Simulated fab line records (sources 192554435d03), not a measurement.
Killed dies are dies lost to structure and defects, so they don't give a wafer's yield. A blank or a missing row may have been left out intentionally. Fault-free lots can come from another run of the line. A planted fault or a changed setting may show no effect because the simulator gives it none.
Split-lot experiment :: flow n5_finfet :: 7 lots, 21 wafers read, on a route of 1938 steps

== ON THE SPLIT ==
At N5_SD_EPI_P_COAT_34 (time 60 s, resist thk 350 nm), the setting spin_rpm was moved away from the recipe's 1500 rpm on 9 of the 21 wafers read, by -10.7% to +5.3%. The other wafers ran this setting at the recipe's value.

The reading comes from the split's own step.

== THE READING ==
SOC_of_SD_EPI_P_COAT_34.thk_nm (the simulator's own value, which no gauge read), in nm, at N5_SD_EPI_P_COAT_34 (time 60 s, resist thk 350 nm). The file does not state a usual value for it. The 12 wafers here that ran the recipe average 350.6 nm, standard deviation 0.76 nm.

wafer: L077.2
tool, chamber at the split: litho_track-03, 0
spin_rpm as run, rpm: 1500
against the recipe: recipe
SOC_of_SD_EPI_P_COAT_34.thk_nm, nm: 351
against lot-mates on the recipe: -

wafer: L077.4
tool, chamber at the split: litho_track-03, 0
spin_rpm as run, rpm: 1554
against the recipe: +3.6%
SOC_of_SD_EPI_P_COAT_34.thk_nm, nm: 344.4
against lot-mates on the recipe: -6.2

wafer: L077.6
tool, chamber at the split: litho_track-03, 0
spin_rpm as run, rpm: 1500
against the recipe: recipe
SOC_of_SD_EPI_P_COAT_34.thk_nm, nm: 350.2
against lot-mates on the recipe: -

wafer: L084.2
tool, chamber at the split: litho_track-02, 0
spin_rpm as run, rpm: 1340
against the recipe: -10.7%
SOC_of_SD_EPI_P_COAT_34.thk_nm, nm: 370.2
against lot-mates on the recipe: +19.8

wafer: L084.3
tool, chamber at the split: litho_track-02, 0
spin_rpm as run, rpm: 1500
against the recipe: recipe
SOC_of_SD_EPI_P_COAT_34.thk_nm, nm: 350.4
against lot-mates on the recipe: -

wafer: L084.5
tool, chamber at the split: litho_track-02, 0
spin_rpm as run, rpm: 1340
against the recipe: -10.7%
SOC_of_SD_EPI_P_COAT_34.thk_nm, nm: 369.6
against lot-mates on the recipe: +19.2

wafer: L089.1
tool, chamber at the split: litho_track-03, 0
spin_rpm as run, rpm: 1580
against the recipe: +5.3%
SOC_of_SD_EPI_P_COAT_34.thk_nm, nm: 339.8
against lot-mates on the recipe: no lot-mate on the recipe

wafer: L089.4
tool, chamber at the split: litho_track-03, 0
spin_rpm as run, rpm: 1580
against the recipe: +5.3%
SOC_of_SD_EPI_P_COAT_34.thk_nm, nm: 340.2
against lot-mates on the recipe: no lot-mate on the recipe

wafer: L089.6
tool, chamber at the split: litho_track-03, 0
spin_rpm as run, rpm: 1580
against the recipe: +5.3%
SOC_of_SD_EPI_P_COAT_34.thk_nm, nm: 339.4
against lot-mates on the recipe: no lot-mate on the recipe

wafer: L090.4
tool, chamber at the split: litho_track-03, 0
spin_rpm as run, rpm: 1370
against the recipe: -8.7%
SOC_of_SD_EPI_P_COAT_34.thk_nm, nm: 366.6
against lot-mates on the recipe: +16.2

wafer: L090.5
tool, chamber at the split: litho_track-03, 0
spin_rpm as run, rpm: 1500
against the recipe: recipe
SOC_of_SD_EPI_P_COAT_34.thk_nm, nm: 350.6
against lot-mates on the recipe: -

wafer: L090.6
tool, chamber at the split: litho_track-03, 0
spin_rpm as run, rpm: 1500
against the recipe: recipe
SOC_of_SD_EPI_P_COAT_34.thk_nm, nm: 350.2
against lot-mates on the recipe: -

wafer: L093.1
tool, chamber at the split: litho_track-02, 0
spin_rpm as run, rpm: 1500
against the recipe: recipe
SOC_of_SD_EPI_P_COAT_34.thk_nm, nm: 350.8
against lot-mates on the recipe: -

wafer: L093.3
tool, chamber at the split: litho_track-02, 0
spin_rpm as run, rpm: 1437
against the recipe: -4.2%
SOC_of_SD_EPI_P_COAT_34.thk_nm, nm: 359.2
against lot-mates on the recipe: +8.4

wafer: L093.6
tool, chamber at the split: litho_track-02, 0
spin_rpm as run, rpm: 1437
against the recipe: -4.2%
SOC_of_SD_EPI_P_COAT_34.thk_nm, nm: 359.6
against lot-mates on the recipe: +8.8

wafer: L092.1
tool, chamber at the split: litho_track-01, 0
spin_rpm as run, rpm: 1500
against the recipe: recipe
SOC_of_SD_EPI_P_COAT_34.thk_nm, nm: 350
against lot-mates on the recipe: -

wafer: L092.3
tool, chamber at the split: litho_track-01, 0
spin_rpm as run, rpm: 1500
against the recipe: recipe
SOC_of_SD_EPI_P_COAT_34.thk_nm, nm: 349.2
against lot-mates on the recipe: -

wafer: L092.4
tool, chamber at the split: litho_track-01, 0
spin_rpm as run, rpm: 1500
against the recipe: recipe
SOC_of_SD_EPI_P_COAT_34.thk_nm, nm: 349.6
against lot-mates on the recipe: -

wafer: L096.2
tool, chamber at the split: litho_track-03, 0
spin_rpm as run, rpm: 1500
against the recipe: recipe
SOC_of_SD_EPI_P_COAT_34.thk_nm, nm: 351.8
against lot-mates on the recipe: -

wafer: L096.3
tool, chamber at the split: litho_track-03, 0
spin_rpm as run, rpm: 1500
against the recipe: recipe
SOC_of_SD_EPI_P_COAT_34.thk_nm, nm: 351.4
against lot-mates on the recipe: -

wafer: L096.6
tool, chamber at the split: litho_track-03, 0
spin_rpm as run, rpm: 1500
against the recipe: recipe
SOC_of_SD_EPI_P_COAT_34.thk_nm, nm: 351.6
against lot-mates on the recipe: -

FIT RESULTS
A straight line over all 21 wafers: SOC_of_SD_EPI_P_COAT_34.thk_nm changes by -1.88 nm for each +1% of spin_rpm; r = -1.00; the points scatter about the line by 0.8 nm.
The same after taking each lot's own level away (the mean of its wafers on the recipe; 18 wafers): -1.84 nm for each +1%; r = -1.00; scatter 0.4 nm.
On that fit, the largest move of spin_rpm shifts the reading by 20 nm.
From 349.60 to 351.60 nm: that is the span of the lots' own levels, equal to 2.6 times the standard deviation above.
So the lot-to-lot level changes the slope little: the two slopes agree.
Check: +19.8 nm against its lot-mates is what the line predicts for one of the wafers moved furthest among these (-10.7%) when that wafer is left out of the fit. It came out at +19.8 nm against them.

== FURTHER SPLITS ON THESE WAFERS ==
These wafers also went through other splits before the reading. Each is held against what the fit with the lots' levels taken away leaves over:
other split on the same wafers: N5_ZERO_LAYER_EXPOSE_08 dose_mj
wafers away from the commonest value: 5
r with SOC_of_SD_EPI_P_COAT_34.thk_nm (lot level and that fit taken away): -0.11

other split on the same wafers: N5_ZERO_LAYER_PEB_09 peb_time_s
wafers away from the commonest value: as run: not given for these wafers
r with SOC_of_SD_EPI_P_COAT_34.thk_nm (lot level and that fit taken away): -

other split on the same wafers: N5_PMOS_HMC_CHANNEL_EPI_PEB_07 peb_temp_c
wafers away from the commonest value: 4
r with SOC_of_SD_EPI_P_COAT_34.thk_nm (lot level and that fit taken away): -0.17

other split on the same wafers: N5_PMOS_HMC_CHANNEL_EPI_DESCUM_14 time_s
wafers away from the commonest value: 7
r with SOC_of_SD_EPI_P_COAT_34.thk_nm (lot level and that fit taken away): +0.19

other split on the same wafers: N5_FIN_CUT_EXPOSE_05 dose_mj
wafers away from the commonest value: 6
r with SOC_of_SD_EPI_P_COAT_34.thk_nm (lot level and that fit taken away): +0.20

other split on the same wafers: N5_FIN_CUT_ETCH_30 target_depth_a
wafers away from the commonest value: 7
r with SOC_of_SD_EPI_P_COAT_34.thk_nm (lot level and that fit taken away): +0.37

other split on the same wafers: N5_DUMMY_GATE_HM_DEP_06 time_s
wafers away from the commonest value: 12
r with SOC_of_SD_EPI_P_COAT_34.thk_nm (lot level and that fit taken away): +0.26

other split on the same wafers: N5_DUMMY_GATE_COAT_28 spin_rpm
wafers away from the commonest value: 6
r with SOC_of_SD_EPI_P_COAT_34.thk_nm (lot level and that fit taken away): +0.01

other split on the same wafers: N5_SD_EPI_N_EPI_21 epi_growth_time_s
wafers away from the commonest value: 7
r with SOC_of_SD_EPI_P_COAT_34.thk_nm (lot level and that fit taken away): -0.02

== THE FILE'S OWN FIT ==
SOC_of_SD_EPI_P_COAT_34.thk_nm changes by -1.85 nm for each +1% of spin_rpm, r = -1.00.
